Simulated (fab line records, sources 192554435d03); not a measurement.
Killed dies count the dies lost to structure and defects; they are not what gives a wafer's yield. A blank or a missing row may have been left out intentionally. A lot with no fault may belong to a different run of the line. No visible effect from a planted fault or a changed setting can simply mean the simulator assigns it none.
Matching of chambers / flow n5-finfet / N5_BEOL_M4_ETCH_64 on rie-diel-02 has 4 sister chambers
The step etches SOC in N2/H2, target depth 75 nm, overetch 22.5 nm, time 121.9 s. 20 wafers are shown with their chamber, then 10 later ones without.

WAFERS WITH THEIR CHAMBER
wafer=L074.2; chamber=3; drypump-motor-current-A (A)=5.7; showerhead-plenum-p-Torr (Torr)=2.47; throttle-valve-pct (%)=17.26
wafer=L074.3; chamber=2; drypump-motor-current-A (A)=5.2; showerhead-plenum-p-Torr (Torr)=2.65; throttle-valve-pct (%)=17.53
wafer=L074.5; chamber=1; drypump-motor-current-A (A)=5.4; showerhead-plenum-p-Torr (Torr)=2.52; throttle-valve-pct (%)=18.26
wafer=L078.2; chamber=2; drypump-motor-current-A (A)=5.2; showerhead-plenum-p-Torr (Torr)=2.63; throttle-valve-pct (%)=17.55
wafer=L078.3; chamber=3; drypump-motor-current-A (A)=5.7; showerhead-plenum-p-Torr (Torr)=2.46; throttle-valve-pct (%)=17.28
wafer=L078.6; chamber=0; drypump-motor-current-A (A)=6.3; showerhead-plenum-p-Torr (Torr)=2.54; throttle-valve-pct (%)=17.80
wafer=L083.1; chamber=3; drypump-motor-current-A (A)=5.7; showerhead-plenum-p-Torr (Torr)=2.46; throttle-valve-pct (%)=17.29
wafer=L083.2; chamber=1; drypump-motor-current-A (A)=5.5; showerhead-plenum-p-Torr (Torr)=2.52; throttle-valve-pct (%)=17.91
wafer=L083.5; chamber=0; drypump-motor-current-A (A)=6.3; showerhead-plenum-p-Torr (Torr)=2.54; throttle-valve-pct (%)=17.80
wafer=L082.1; chamber=1; drypump-motor-current-A (A)=5.5; showerhead-plenum-p-Torr (Torr)=2.52; throttle-valve-pct (%)=17.92
wafer=L082.2; chamber=0; drypump-motor-current-A (A)=6.4; showerhead-plenum-p-Torr (Torr)=2.54; throttle-valve-pct (%)=17.81
wafer=L082.5; chamber=3; drypump-motor-current-A (A)=5.7; showerhead-plenum-p-Torr (Torr)=2.46; throttle-valve-pct (%)=17.28
wafer=L086.1; chamber=3; drypump-motor-current-A (A)=5.7; showerhead-plenum-p-Torr (Torr)=2.45; throttle-valve-pct (%)=17.31
wafer=L086.2; chamber=2; drypump-motor-current-A (A)=5.3; showerhead-plenum-p-Torr (Torr)=2.63; throttle-valve-pct (%)=17.59
wafer=L086.4; chamber=0; drypump-motor-current-A (A)=6.3; showerhead-plenum-p-Torr (Torr)=2.53; throttle-valve-pct (%)=17.81
wafer=L089.1; chamber=3; drypump-motor-current-A (A)=5.7; showerhead-plenum-p-Torr (Torr)=2.45; throttle-valve-pct (%)=17.32
wafer=L089.3; chamber=0; drypump-motor-current-A (A)=6.3; showerhead-plenum-p-Torr (Torr)=2.53; throttle-valve-pct (%)=17.83
wafer=L089.5; chamber=2; drypump-motor-current-A (A)=5.2; showerhead-plenum-p-Torr (Torr)=2.63; throttle-valve-pct (%)=17.63
wafer=L090.1; chamber=3; drypump-motor-current-A (A)=5.7; showerhead-plenum-p-Torr (Torr)=2.45; throttle-valve-pct (%)=17.34
wafer=L090.2; chamber=1; drypump-motor-current-A (A)=5.5; showerhead-plenum-p-Torr (Torr)=2.51; throttle-valve-pct (%)=17.95

SIGNATURES (means of the wafers above)
reading=drypump-motor-current-A; chamber 0=6.320; chamber 1=5.475; chamber 2=5.225; chamber 3=5.700; scatter within a chamber=0.0379
reading=showerhead-plenum-p-Torr; chamber 0=2.5360; chamber 1=2.5175; chamber 2=2.6350; chamber 3=2.4571; scatter within a chamber=0.00724
reading=throttle-valve-pct; chamber 0=17.8100; chamber 1=18.0100; chamber 2=17.5750; chamber 3=17.2971; scatter within a chamber=0.0772
Rule: for a wafer and a chamber, the distance is found by dividing, reading by reading, the gap between the wafer's reading and the chamber's mean by the reading's scatter, squaring, summing and taking the root. The wafer belongs to the nearest chamber; if the next one is less than 2 further off, it can't be placed. How the scatter is found: for the shown wafers, subtract from each reading the mean of its chamber, square and add these, divide the total by (wafers less chambers), then take the root.

WAFERS WHOSE CHAMBER IS MISSING
wafer=L090.4; drypump-motor-current-A (A)=6.4; showerhead-plenum-p-Torr (Torr)=2.53; throttle-valve-pct (%)=17.85
wafer=L092.3; drypump-motor-current-A (A)=5.5; showerhead-plenum-p-Torr (Torr)=2.51; throttle-valve-pct (%)=17.94
wafer=L092.4; drypump-motor-current-A (A)=6.3; showerhead-plenum-p-Torr (Torr)=2.53; throttle-valve-pct (%)=17.84
wafer=L092.5; drypump-motor-current-A (A)=5.2; showerhead-plenum-p-Torr (Torr)=2.62; throttle-valve-pct (%)=17.64
wafer=L096.3; drypump-motor-current-A (A)=5.5; showerhead-plenum-p-Torr (Torr)=2.51; throttle-valve-pct (%)=17.95
wafer=L096.5; drypump-motor-current-A (A)=6.3; showerhead-plenum-p-Torr (Torr)=2.53; throttle-valve-pct (%)=17.85
wafer=L096.6; drypump-motor-current-A (A)=5.7; showerhead-plenum-p-Torr (Torr)=2.45; throttle-valve-pct (%)=17.33
wafer=L097.1; drypump-motor-current-A (A)=5.7; showerhead-plenum-p-Torr (Torr)=2.45; throttle-valve-pct (%)=17.33
wafer=L097.3; drypump-motor-current-A (A)=6.3; showerhead-plenum-p-Torr (Torr)=2.52; throttle-valve-pct (%)=17.84
wafer=L097.5; drypump-motor-current-A (A)=5.7; showerhead-plenum-p-Torr (Torr)=2.45; throttle-valve-pct (%)=17.34

CHAMBER TAKEN BY EACH
wafer=L090.4; from the rows above=0; in truth=0
wafer=L092.3; from the rows above=1; in truth=1
wafer=L092.4; from the rows above=0; in truth=0
wafer=L092.5; from the rows above=2; in truth=2
wafer=L096.3; from the rows above=1; in truth=1
wafer=L096.5; from the rows above=0; in truth=0
wafer=L096.6; from the rows above=3; in truth=3
wafer=L097.1; from the rows above=3; in truth=3
wafer=L097.3; from the rows above=0; in truth=0
wafer=L097.5; from the rows above=3; in truth=3
10 of 10 placed correctly. From these rows, 0 cannot be placed. Placed wrongly: 0.
